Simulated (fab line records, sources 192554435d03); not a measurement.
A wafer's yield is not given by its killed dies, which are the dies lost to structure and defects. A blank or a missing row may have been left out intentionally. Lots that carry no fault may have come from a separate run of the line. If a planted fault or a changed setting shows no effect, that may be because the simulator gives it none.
The tool behind it: which one? / flow n5 finfet / 13 lots with 35 wafers sampled at 6 steps, on a route of 1938 steps

## WHAT THE GAUGES SHOWED, per wafer
N5_BEOL_M13_THK_MEAS_01.
lot=L217; measured=day 12 13:14; on=film metro-02; M13_ILD_THK (nm)=830 846 835
lot=L218; measured=day 12 14:10; on=film metro-01; M13_ILD_THK (nm)=814 828 855
lot=L219; measured=day 12 17:35; on=film metro-01; M13_ILD_THK (nm)=820 833 835
lot=L222; measured=day 12 17:53; on=film metro-01; M13_ILD_THK (nm)=847 830
lot=L224; measured=day 13 06:05; on=film metro-01; M13_ILD_THK (nm)=819 846 837
lot=L220; measured=day 13 06:56; on=film metro-01; M13_ILD_THK (nm)=830 827 848
lot=L223; measured=day 13 10:24; on=film metro-01; M13_ILD_THK (nm)=857 838
lot=L221; measured=day 14 06:34; on=film metro-01; M13_ILD_THK (nm)=815 846 833
lot=L231; measured=day 15 14:29; on=film metro-01; M13_ILD_THK (nm)=836 828 828
lot=L230; measured=day 15 15:59; on=film metro-02; M13_ILD_THK (nm)=830 856 856
lot=L237; measured=day 16 12:32; on=film metro-01; M13_ILD_THK (nm)=830 864
lot=L236; measured=day 16 15:53; on=film metro-02; M13_ILD_THK (nm)=830 842
lot=L239; measured=day 17 13:35; on=film metro-01; M13_ILD_THK (nm)=840 830 861

N5_BEOL_M13_OVL_MEAS_11.
lot=L217; measured=day 12 13:41; on=overlay-01; V12_OVL (nm)=8 -1 5
lot=L218; measured=day 12 14:37; on=overlay-02; V12_OVL (nm)=-5 3 0
lot=L219; measured=day 12 18:03; on=overlay-02; V12_OVL (nm)=8 10 10
lot=L222; measured=day 12 18:20; on=overlay-01; V12_OVL (nm)=0 7
lot=L224; measured=day 13 06:25; on=overlay-02; V12_OVL (nm)=-7 -10 -6
lot=L220; measured=day 13 07:16; on=overlay-02; V12_OVL (nm)=1 -6 4
lot=L223; measured=day 13 10:44; on=overlay-01; V12_OVL (nm)=0 8
lot=L221; measured=day 14 07:02; on=overlay-01; V12_OVL (nm)=-2 -2 -5
lot=L231; measured=day 15 14:56; on=overlay-02; V12_OVL (nm)=-5 -4 -6
lot=L230; measured=day 15 16:28; on=overlay-01; V12_OVL (nm)=-2 -3 -2
lot=L237; measured=day 16 12:52; on=overlay-01; V12_OVL (nm)=1 1
lot=L236; measured=day 16 16:13; on=overlay-02; V12_OVL (nm)=2 0
lot=L239; measured=day 17 13:55; on=overlay-02; V12_OVL (nm)=1 6 -2

N5_BEOL_M13_CD_MEAS_28: target cd 209.5 nm.
lot=L217; measured=day 12 14:37; on=cd sem-01; cd nm (nm)=211.2 210.4 210.3
lot=L218; measured=day 12 15:55; on=cd sem-02; cd nm (nm)=210.5 211.1 211.8
lot=L219; measured=day 12 19:13; on=cd sem-03; cd nm (nm)=214.2 213.8 211.8
lot=L222; measured=day 12 19:40; on=cd sem-02; cd nm (nm)=209.9 211.1
lot=L224; measured=day 13 07:20; on=cd sem-01; cd nm (nm)=208.2 207.2 210.1
lot=L220; measured=day 13 08:26; on=cd sem-02; cd nm (nm)=210.1 209.5 210.8
lot=L223; measured=day 13 12:33; on=cd sem-03; cd nm (nm)=210.6 210.0
lot=L221; measured=day 14 08:05; on=cd sem-02; cd nm (nm)=209.5 211.5 209.7
lot=L231; measured=day 15 15:52; on=cd sem-03; cd nm (nm)=238.4 240.4 258.3
lot=L230; measured=day 15 17:23; on=cd sem-01; cd nm (nm)=247.9 251.8 251.1
lot=L237; measured=day 16 14:11; on=cd sem-01; cd nm (nm)=208.3 207.8
lot=L236; measured=day 16 17:08; on=cd sem-03; cd nm (nm)=210.1 206.6
lot=L239; measured=day 17 15:22; on=cd sem-03; cd nm (nm)=209.5 209.5 208.5

N5_BEOL_M13_OVL_MEAS_29.
lot=L217; measured=day 12 14:38; on=overlay-01; M13_OVL (nm)=1 8 6
lot=L218; measured=day 12 15:56; on=overlay-01; M13_OVL (nm)=-7 5 1
lot=L219; measured=day 12 19:15; on=overlay-02; M13_OVL (nm)=-1 9 9
lot=L222; measured=day 12 19:41; on=overlay-02; M13_OVL (nm)=-6 2
lot=L224; measured=day 13 07:22; on=overlay-02; M13_OVL (nm)=12 8 10
lot=L220; measured=day 13 08:28; on=overlay-01; M13_OVL (nm)=3 6 2
lot=L223; measured=day 13 12:35; on=overlay-02; M13_OVL (nm)=6 15
lot=L221; measured=day 14 08:07; on=overlay-02; M13_OVL (nm)=-7 -7 -7
lot=L231; measured=day 15 15:53; on=overlay-01; M13_OVL (nm)=3 0 6
lot=L230; measured=day 15 17:25; on=overlay-02; M13_OVL (nm)=6 -1 4
lot=L237; measured=day 16 14:13; on=overlay-01; M13_OVL (nm)=-4 3
lot=L236; measured=day 16 17:10; on=overlay-02; M13_OVL (nm)=4 -6
lot=L239; measured=day 17 15:23; on=overlay-02; M13_OVL (nm)=-6 -3 0

N5_BEOL_M15_RC_MEAS_101.
lot=L217; measured=day 13 13:29; on=prober-02; COMB_M10 (S/m)=1.5e-11 1.1e-11 1.6e-11; COMB_M11 (S/m)=1.3e-11 1.3e-11 1.4e-11; COMB_M12 (S/m)=5.7e-12 6e-12 5.1e-12; COMB_M14 (S/m)=3.1e-12 2.5e-12 3.6e-12; COMB_M14_max_site (S/m)=4.9e-12 3.4e-12 4.4e-12; COMB_M15 (S/m)=2.5e-12 3.4e-12 1.6e-12; COMB_M5 (S/m)=3.5e-11 4e-11 3.9e-11; COMB_M6 (S/m)=2.5e-11 3e-11 2.6e-11; COMB_M7 (S/m)=2.5e-11 2.7e-11 2e-11; COMB_M7_max_site (S/m)=4.9e-11 4.2e-11 3.2e-11; COMB_M8 (S/m)=2.3e-11 2.6e-11 2.3e-11; COMB_M9 (S/m)=1.2e-11 1.2e-11 1.8e-11; SERP_M10 (ohm/um)=3.03 3.00 2.97; SERP_M11 (ohm/um)=2.94 2.94 2.97; SERP_M12 (ohm/um)=0.620 0.630 0.625; SERP_M13 (ohm/um)=0.298 0.303 0.314; SERP_M13_max_site (ohm/um)=0.301 0.306 0.316; SERP_M14 (ohm/um)=0.158 0.168 0.165; SERP_M5 (ohm/um)=40.7 39.7 39.9; SERP_M6 (ohm/um)=14.0 13.6 13.5; SERP_M6_max_site (ohm/um)=14.3 14.4 14.8; SERP_M7 (ohm/um)=13.4 13.3 13.3; SERP_M8 (ohm/um)=13.9 13.7 14.3; SERP_M9 (ohm/um)=3.02 3.13 3.29
lot=L218; measured=day 13 15:39; on=prober-02; COMB_M10 (S/m)=1.5e-11 1.5e-11 1.4e-11; COMB_M11 (S/m)=1.9e-11 1e-11 1.2e-11; COMB_M12 (S/m)=7.1e-12 6.1e-12 7.9e-12; COMB_M14 (S/m)=3.2e-12 2.2e-12 2.6e-12; COMB_M14_max_site (S/m)=4e-12 4.1e-12 3.5e-12; COMB_M15 (S/m)=2.3e-12 2.1e-12 2e-12; COMB_M5 (S/m)=3.2e-11 4e-11 3.2e-11; COMB_M6 (S/m)=1.8e-11 2.9e-11 2.7e-11; COMB_M7 (S/m)=1.8e-11 2.1e-11 2e-11; COMB_M7_max_site (S/m)=3.4e-11 3.6e-11 2.2e-11; COMB_M8 (S/m)=2.9e-11 2.5e-11 2.6e-11; COMB_M9 (S/m)=2.2e-11 1.9e-11 1.7e-11; SERP_M10 (ohm/um)=3.04 3.03 3.17; SERP_M11 (ohm/um)=3.17 3.07 3.10; SERP_M12 (ohm/um)=0.650 0.642 0.642; SERP_M13 (ohm/um)=0.313 0.308 0.309; SERP_M13_max_site (ohm/um)=0.316 0.311 0.312; SERP_M14 (ohm/um)=0.164 0.165 0.157; SERP_M5 (ohm/um)=42.8 40.3 39.2; SERP_M6 (ohm/um)=13.0 13.9 13.8; SERP_M6_max_site (ohm/um)=13.3 14.7 14.4; SERP_M7 (ohm/um)=13.4 13.3 14.7; SERP_M8 (ohm/um)=13.9 12.8 14.0; SERP_M9 (ohm/um)=3.07 3.03 3.01
lot=L219; measured=day 13 16:06; on=prober-01; COMB_M10 (S/m)=1.3e-11 1.8e-11 1.4e-11; COMB_M11 (S/m)=1e-11 1.2e-11 1.2e-11; COMB_M12 (S/m)=6.9e-12 7e-12 7.8e-12; COMB_M14 (S/m)=5.5e-12 5e-12 4.1e-12; COMB_M14_max_site (S/m)=8.7e-12 7.7e-12 5.8e-12; COMB_M15 (S/m)=3.2e-12 3.6e-12 3.3e-12; COMB_M5 (S/m)=4.3e-11 4.2e-11 6e-11; COMB_M6 (S/m)=1.6e-11 2.2e-11 2.3e-11; COMB_M7 (S/m)=3e-11 2.7e-11 4.6e-11; COMB_M7_max_site (S/m)=3.4e-11 4.1e-11 5.4e-11; COMB_M8 (S/m)=2.1e-11 2.3e-11 2.7e-11; COMB_M9 (S/m)=1.5e-11 1.6e-11 1.4e-11; SERP_M10 (ohm/um)=3.05 3.18 3.02; SERP_M11 (ohm/um)=3.09 3.16 3.08; SERP_M12 (ohm/um)=0.631 0.646 0.637; SERP_M13 (ohm/um)=0.303 0.294 0.307; SERP_M13_max_site (ohm/um)=0.305 0.295 0.313; SERP_M14 (ohm/um)=0.155 0.169 0.155; SERP_M5 (ohm/um)=38.9 38.7 37.8; SERP_M6 (ohm/um)=13.5 13.7 13.6; SERP_M6_max_site (ohm/um)=14.1 14.2 14.1; SERP_M7 (ohm/um)=13.8 15.0 13.9; SERP_M8 (ohm/um)=12.9 14.1 13.1; SERP_M9 (ohm/um)=3.11 3.17 3.16
lot=L222; measured=day 13 18:21; on=prober-01; COMB_M10 (S/m)=1.3e-11 1.7e-11; COMB_M11 (S/m)=1.8e-11 1.1e-11; COMB_M12 (S/m)=7.4e-12 6.8e-12; COMB_M14 (S/m)=4e-12 4.2e-12; COMB_M14_max_site (S/m)=5.2e-12 5e-12; COMB_M15 (S/m)=2.9e-12 2.7e-12; COMB_M5 (S/m)=4.1e-11 2.8e-11; COMB_M6 (S/m)=2.4e-11 1.8e-11; COMB_M7 (S/m)=3.3e-11 2.7e-11; COMB_M7_max_site (S/m)=4.1e-11 3.7e-11; COMB_M8 (S/m)=2.9e-11 1.9e-11; COMB_M9 (S/m)=1.5e-11 1.3e-11; SERP_M10 (ohm/um)=2.98 3.04; SERP_M11 (ohm/um)=3.11 3.09; SERP_M12 (ohm/um)=0.626 0.635; SERP_M13 (ohm/um)=0.302 0.311; SERP_M13_max_site (ohm/um)=0.305 0.314; SERP_M14 (ohm/um)=0.156 0.156; SERP_M5 (ohm/um)=37.9 39.7; SERP_M6 (ohm/um)=13.8 14.0; SERP_M6_max_site (ohm/um)=14.2 14.9; SERP_M7 (ohm/um)=13.6 14.8; SERP_M8 (ohm/um)=13.8 13.5; SERP_M9 (ohm/um)=3.13 3.13
lot=L224; measured=day 14 07:55; on=prober-01; COMB_M10 (S/m)=1.1e-11 1.5e-11 1.1e-11; COMB_M11 (S/m)=1.6e-11 1.5e-11 1.7e-11; COMB_M12 (S/m)=6.9e-12 6.1e-12 5e-12; COMB_M14 (S/m)=4e-12 3.3e-12 4e-12; COMB_M14_max_site (S/m)=5.1e-12 4.2e-12 6e-12; COMB_M15 (S/m)=2.5e-12 3e-12 4.2e-12; COMB_M5 (S/m)=3.4e-11 3.9e-11 3.7e-11; COMB_M6 (S/m)=3.3e-11 2.9e-11 2.7e-11; COMB_M7 (S/m)=2.6e-11 2.1e-11 2.4e-11; COMB_M7_max_site (S/m)=3.6e-11 3.8e-11 3.2e-11; COMB_M8 (S/m)=3.3e-11 2e-11 2.7e-11; COMB_M9 (S/m)=1.7e-11 1.3e-11 9e-12; SERP_M10 (ohm/um)=3.09 3.00 3.06; SERP_M11 (ohm/um)=3.17 3.07 3.04; SERP_M12 (ohm/um)=0.623 0.640 0.634; SERP_M13 (ohm/um)=0.316 0.315 0.306; SERP_M13_max_site (ohm/um)=0.320 0.318 0.311; SERP_M14 (ohm/um)=0.155 0.153 0.156; SERP_M5 (ohm/um)=37.3 42.4 39.0; SERP_M6 (ohm/um)=13.9 13.9 13.6; SERP_M6_max_site (ohm/um)=14.3 14.4 13.9; SERP_M7 (ohm/um)=12.5 13.9 12.8; SERP_M8 (ohm/um)=14.7 13.4 13.7; SERP_M9 (ohm/um)=3.08 3.02 3.06
lot=L220; measured=day 14 07:20; on=prober-02; COMB_M10 (S/m)=1.5e-11 1.3e-11 2.3e-11; COMB_M11 (S/m)=1.1e-11 1.4e-11 1.1e-11; COMB_M12 (S/m)=4.8e-12 6.9e-12 6.4e-12; COMB_M14 (S/m)=2.5e-12 1.9e-12 1.7e-12; COMB_M14_max_site (S/m)=4.9e-12 2.9e-12 3.9e-12; COMB_M15 (S/m)=1.2e-12 2.3e-12 1.8e-12; COMB_M5 (S/m)=3.4e-11 4e-11 3e-11; COMB_M6 (S/m)=1.8e-11 1.3e-11 1.8e-11; COMB_M7 (S/m)=2.8e-11 2.7e-11 4e-11; COMB_M7_max_site (S/m)=3.7e-11 3.1e-11 4.6e-11; COMB_M8 (S/m)=1.4e-11 2e-11 2.2e-11; COMB_M9 (S/m)=1.3e-11 1.7e-11 1.8e-11; SERP_M10 (ohm/um)=3.01 3.17 3.07; SERP_M11 (ohm/um)=3.11 3.10 3.14; SERP_M12 (ohm/um)=0.628 0.637 0.632; SERP_M13 (ohm/um)=0.303 0.302 0.300; SERP_M13_max_site (ohm/um)=0.304 0.306 0.303; SERP_M14 (ohm/um)=0.161 0.160 0.163; SERP_M5 (ohm/um)=39.0 42.3 38.4; SERP_M6 (ohm/um)=14.6 14.1 14.7; SERP_M6_max_site (ohm/um)=15.1 14.8 14.9; SERP_M7 (ohm/um)=14.1 13.7 14.9; SERP_M8 (ohm/um)=13.5 14.4 13.7; SERP_M9 (ohm/um)=3.05 3.06 2.99
lot=L223; measured=day 14 18:19; on=prober-02; COMB_M10 (S/m)=1.6e-11 2.1e-11; COMB_M11 (S/m)=1.6e-11 1.3e-11; COMB_M12 (S/m)=5.3e-12 5.4e-12; COMB_M14 (S/m)=2e-12 3e-12; COMB_M14_max_site (S/m)=3.3e-12 4.6e-12; COMB_M15 (S/m)=1.5e-12 1.5e-12; COMB_M5 (S/m)=3.9e-11 3.4e-11; COMB_M6 (S/m)=2.8e-11 1.8e-11; COMB_M7 (S/m)=2.6e-11 2e-11; COMB_M7_max_site (S/m)=4.7e-11 2.6e-11; COMB_M8 (S/m)=2.6e-11 2.8e-11; COMB_M9 (S/m)=1.9e-11 1.3e-11; SERP_M10 (ohm/um)=2.94 3.08; SERP_M11 (ohm/um)=3.24 3.01; SERP_M12 (ohm/um)=0.640 0.639; SERP_M13 (ohm/um)=0.296 0.298; SERP_M13_max_site (ohm/um)=0.300 0.302; SERP_M14 (ohm/um)=0.160 0.162; SERP_M5 (ohm/um)=39.3 42.7; SERP_M6 (ohm/um)=13.4 12.9; SERP_M6_max_site (ohm/um)=14.0 13.3; SERP_M7 (ohm/um)=13.9 14.2; SERP_M8 (ohm/um)=13.5 13.3; SERP_M9 (ohm/um)=3.08 3.07
lot=L221; measured=day 15 05:57; on=prober-02; COMB_M10 (S/m)=9e-12 1.4e-11 1.4e-11; COMB_M11 (S/m)=1.1e-11 1.3e-11 1.6e-11; COMB_M12 (S/m)=5.9e-12 5.6e-12 7.1e-12; COMB_M14 (S/m)=3.1e-12 2.7e-12 2e-12; COMB_M14_max_site (S/m)=4.8e-12 3.9e-12 2.8e-12; COMB_M15 (S/m)=1.5e-12 2.4e-12 1.8e-12; COMB_M5 (S/m)=4.3e-11 3.6e-11 3.2e-11; COMB_M6 (S/m)=2.2e-11 2.2e-11 2e-11; COMB_M7 (S/m)=3e-11 2.1e-11 3.1e-11; COMB_M7_max_site (S/m)=4.6e-11 3.6e-11 4.3e-11; COMB_M8 (S/m)=2.2e-11 1.9e-11 1.4e-11; COMB_M9 (S/m)=1.7e-11 1.4e-11 1.4e-11; SERP_M10 (ohm/um)=3.12 2.97 3.13; SERP_M11 (ohm/um)=2.94 3.04 2.91; SERP_M12 (ohm/um)=0.651 0.640 0.640; SERP_M13 (ohm/um)=0.307 0.304 0.310; SERP_M13_max_site (ohm/um)=0.310 0.305 0.315; SERP_M14 (ohm/um)=0.155 0.157 0.154; SERP_M5 (ohm/um)=40.9 40.0 38.1; SERP_M6 (ohm/um)=13.6 13.5 12.9; SERP_M6_max_site (ohm/um)=14.1 14.1 13.5; SERP_M7 (ohm/um)=13.8 13.5 13.9; SERP_M8 (ohm/um)=14.0 14.4 13.8; SERP_M9 (ohm/um)=3.19 3.04 3.16
lot=L231; measured=day 16 12:22; on=prober-01; COMB_M10 (S/m)=1.9e-11 1.7e-11; COMB_M11 (S/m)=1.7e-11 1.4e-11; COMB_M12 (S/m)=5.8e-12 5e-12; COMB_M14 (S/m)=4e-12 2.7e-12; COMB_M14_max_site (S/m)=5.8e-12 4e-12; COMB_M15 (S/m)=1.8e-12 2.8e-12; COMB_M5 (S/m)=3.4e-11 2.8e-11; COMB_M6 (S/m)=3e-11 2.5e-11; COMB_M7 (S/m)=2.9e-11 2.2e-11; COMB_M7_max_site (S/m)=4.6e-11 3.4e-11; COMB_M8 (S/m)=2.6e-11 2e-11; COMB_M9 (S/m)=1.3e-11 1.8e-11; SERP_M10 (ohm/um)=3.30 3.07; SERP_M11 (ohm/um)=3.25 3.09; SERP_M12 (ohm/um)=0.633 0.617; SERP_M13 (ohm/um)=0.255 0.254; SERP_M13_max_site (ohm/um)=0.258 0.258; SERP_M14 (ohm/um)=0.158 0.159; SERP_M5 (ohm/um)=38.8 38.0; SERP_M6 (ohm/um)=14.1 14.2; SERP_M6_max_site (ohm/um)=14.6 14.6; SERP_M7 (ohm/um)=12.6 14.4; SERP_M8 (ohm/um)=13.1 14.5; SERP_M9 (ohm/um)=3.21 3.28
lot=L237; measured=day 17 09:50; on=prober-01; COMB_M10 (S/m)=1.8e-11 1.4e-11; COMB_M11 (S/m)=1.1e-11 1.6e-11; COMB_M12 (S/m)=7e-12 6.6e-12; COMB_M14 (S/m)=4.8e-12 5e-12; COMB_M14_max_site (S/m)=5.2e-12 5.6e-12; COMB_M15 (S/m)=2.4e-12 3.4e-12; COMB_M5 (S/m)=3.5e-11 2.8e-11; COMB_M6 (S/m)=2.6e-11 3.5e-11; COMB_M7 (S/m)=1.8e-11 2.8e-11; COMB_M7_max_site (S/m)=2.7e-11 3.1e-11; COMB_M8 (S/m)=3.3e-11 1.9e-11; COMB_M9 (S/m)=1.4e-11 1.5e-11; SERP_M10 (ohm/um)=3.04 2.98; SERP_M11 (ohm/um)=2.90 3.01; SERP_M12 (ohm/um)=0.626 0.633; SERP_M13 (ohm/um)=0.304 0.302; SERP_M13_max_site (ohm/um)=0.306 0.304; SERP_M14 (ohm/um)=0.155 0.159; SERP_M5 (ohm/um)=40.2 40.3; SERP_M6 (ohm/um)=14.3 15.1; SERP_M6_max_site (ohm/um)=14.5 15.9; SERP_M7 (ohm/um)=15.1 14.0; SERP_M8 (ohm/um)=14.0 13.1; SERP_M9 (ohm/um)=3.25 3.13
lot=L236; measured=day 17 13:07; on=prober-02; COMB_M10 (S/m)=8e-12 1e-11; COMB_M11 (S/m)=1.3e-11 1.3e-11; COMB_M12 (S/m)=6.8e-12 6.7e-12; COMB_M14 (S/m)=2.9e-12 4.3e-12; COMB_M14_max_site (S/m)=6.7e-12 5.3e-12; COMB_M15 (S/m)=2.2e-12 2.3e-12; COMB_M5 (S/m)=3.6e-11 2.5e-11; COMB_M6 (S/m)=3.2e-11 3.3e-11; COMB_M7 (S/m)=1.8e-11 2.6e-11; COMB_M7_max_site (S/m)=4.2e-11 4e-11; COMB_M8 (S/m)=3.3e-11 2.9e-11; COMB_M9 (S/m)=1.7e-11 1.3e-11; SERP_M10 (ohm/um)=2.96 2.94; SERP_M11 (ohm/um)=3.10 3.05; SERP_M12 (ohm/um)=0.637 0.662; SERP_M13 (ohm/um)=0.301 0.324; SERP_M13_max_site (ohm/um)=0.302 0.328; SERP_M14 (ohm/um)=0.154 0.157; SERP_M5 (ohm/um)=38.0 36.8; SERP_M6 (ohm/um)=14.4 14.1; SERP_M6_max_site (ohm/um)=14.9 14.6; SERP_M7 (ohm/um)=14.1 13.9; SERP_M8 (ohm/um)=13.3 13.6; SERP_M9 (ohm/um)=3.14 3.08
lot=L239; measured=day 18 12:57; on=prober-02; COMB_M10 (S/m)=1.1e-11 1.4e-11 1.6e-11; COMB_M11 (S/m)=1.9e-11 2e-11 1.7e-11; COMB_M12 (S/m)=5.7e-12 6.7e-12 6.9e-12; COMB_M14 (S/m)=3.9e-12 3.1e-12 3.2e-12; COMB_M14_max_site (S/m)=6.1e-12 5.1e-12 4.7e-12; COMB_M15 (S/m)=3.7e-12 2.8e-12 2.9e-12; COMB_M5 (S/m)=3.7e-11 3.1e-11 3.4e-11; COMB_M6 (S/m)=2.5e-11 2e-11 2.2e-11; COMB_M7 (S/m)=2.1e-11 2.7e-11 2.4e-11; COMB_M7_max_site (S/m)=3.1e-11 3.8e-11 4.8e-11; COMB_M8 (S/m)=2.7e-11 2.4e-11 2.5e-11; COMB_M9 (S/m)=1.1e-11 1.3e-11 1.1e-11; SERP_M10 (ohm/um)=3.02 3.03 3.09; SERP_M11 (ohm/um)=2.98 2.98 3.27; SERP_M12 (ohm/um)=0.606 0.619 0.612; SERP_M13 (ohm/um)=0.306 0.313 0.308; SERP_M13_max_site (ohm/um)=0.307 0.315 0.312; SERP_M14 (ohm/um)=0.163 0.162 0.162; SERP_M5 (ohm/um)=47.3 40.4 40.9; SERP_M6 (ohm/um)=13.4 15.3 14.5; SERP_M6_max_site (ohm/um)=14.0 16.4 15.1; SERP_M7 (ohm/um)=14.5 14.0 14.2; SERP_M8 (ohm/um)=14.0 13.8 14.5; SERP_M9 (ohm/um)=3.14 3.15 3.15

## WHICH TOOL RAN EACH LOT (tool, then ch and the chambers of the sampled wafers, then the start)
lot=L217; N5_BEOL_M13_EXPOSE_25=krf scanner-01 ch 0, day 12 14:26
lot=L218; N5_BEOL_M13_EXPOSE_25=krf scanner-02 ch 0, day 12 15:44
lot=L219; N5_BEOL_M13_EXPOSE_25=krf scanner-01 ch 0, day 12 19:03
lot=L222; N5_BEOL_M13_EXPOSE_25=krf scanner-02 ch 0, day 12 19:29
lot=L224; N5_BEOL_M13_EXPOSE_25=krf scanner-01 ch 0, day 13 07:10
lot=L220; N5_BEOL_M13_EXPOSE_25=krf scanner-01 ch 0, day 13 08:16
lot=L223; N5_BEOL_M13_EXPOSE_25=krf scanner-01 ch 0, day 13 12:24
lot=L221; N5_BEOL_M13_EXPOSE_25=krf scanner-02 ch 0, day 14 07:54
lot=L231; N5_BEOL_M13_EXPOSE_25=krf scanner-01 ch 0, day 15 15:41
lot=L230; N5_BEOL_M13_EXPOSE_25=krf scanner-01 ch 0, day 15 17:13
lot=L237; N5_BEOL_M13_EXPOSE_25=krf scanner-02 ch 0, day 16 14:01
lot=L236; N5_BEOL_M13_EXPOSE_25=krf scanner-02 ch 0, day 16 16:58
lot=L239; N5_BEOL_M13_EXPOSE_25=krf scanner-02 ch 0, day 17 15:11
- N5_BEOL_M13_EXPOSE_25: exposes mask M13, target cd 210 nm.

## WHAT THE TOOLS THEMSELVES READ (means of the sampled wafers that have a number; where no wafer has one, the mark that the record gives instead)
N5_BEOL_M13_EXPOSE_25.
lot=L217; tool=krf scanner-01; exposure dose mJ cm2=21.991
lot=L218; tool=krf scanner-02; exposure dose mJ cm2=21.986
lot=L219; tool=krf scanner-01; exposure dose mJ cm2=21.996
lot=L222; tool=krf scanner-02; exposure dose mJ cm2=22.005
lot=L224; tool=krf scanner-01; exposure dose mJ cm2=21.985
lot=L220; tool=krf scanner-01; exposure dose mJ cm2=22.003
lot=L223; tool=krf scanner-01; exposure dose mJ cm2=22.003
lot=L221; tool=krf scanner-02; exposure dose mJ cm2=21.978
lot=L231; tool=krf scanner-01; exposure dose mJ cm2=20.400
lot=L230; tool=krf scanner-01; exposure dose mJ cm2=19.783
lot=L237; tool=krf scanner-02; exposure dose mJ cm2=22.017
lot=L236; tool=krf scanner-02; exposure dose mJ cm2=21.982
lot=L239; tool=krf scanner-02; exposure dose mJ cm2=22.012

## THE ANSWER, worked out from the rows above alone
Rule: the lots themselves supply what counts as usual. The widest of any qualifying gaps counts: lots, ordered by their means at a reading, are off when they make up no more than a third of the lots, leave a main group of 4 or more, and stand apart from it by 3 or more times the standard deviation of that group's means. A main group whose means are all the same, to the digits that the tables above print for the reading, isn't used. A lot without any number at a reading at which 4 lots or more have one is off too. The other lots that the step has rows for count as sound. First the gauges in route order, then the tools' own readings, where a lot's mean is used as printed above. The first step at which some lot is off is used, and at that step the reading that is off furthest; a lot without a number counts as furthest.
Off, at N5_BEOL_M13_CD_MEAS_28 on cd nm: L231, L230. The main group has a mean of 210.0 nm with a standard deviation of 1.4.
A tool fits if, at a process step before that reading, it ran every lot that is off, and no sound lot after the first of them. Not tried: the gauges at N5_BEOL_M13_CD_MEAS_28; whatever is off there is also off at N5_BEOL_M13_EXPOSE_25, on other tools, and gauge error can't account for it. One fits: krf scanner-01 at N5_BEOL_M13_EXPOSE_25. A fault onset in the window from L223 (day 13 12:24, its last sound lot) to L231 (day 15 15:41, its first lot off) fits.
On the lots that are off, the tool's own readings at N5_BEOL_M13_EXPOSE_25 differ by more than 5 times the standard deviation of the sound lots' means, which bears it out; exposure dose mJ cm2 reads 20.091 there versus 21.996 on the sound lots.

## WHAT THE SIMULATOR PUT IN
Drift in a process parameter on krf scanner-01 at N5_BEOL_M13_EXPOSE_25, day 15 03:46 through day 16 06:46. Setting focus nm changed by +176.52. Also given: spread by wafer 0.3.
Shown lots that were struck: L231, L230. The same result came from the rule above.
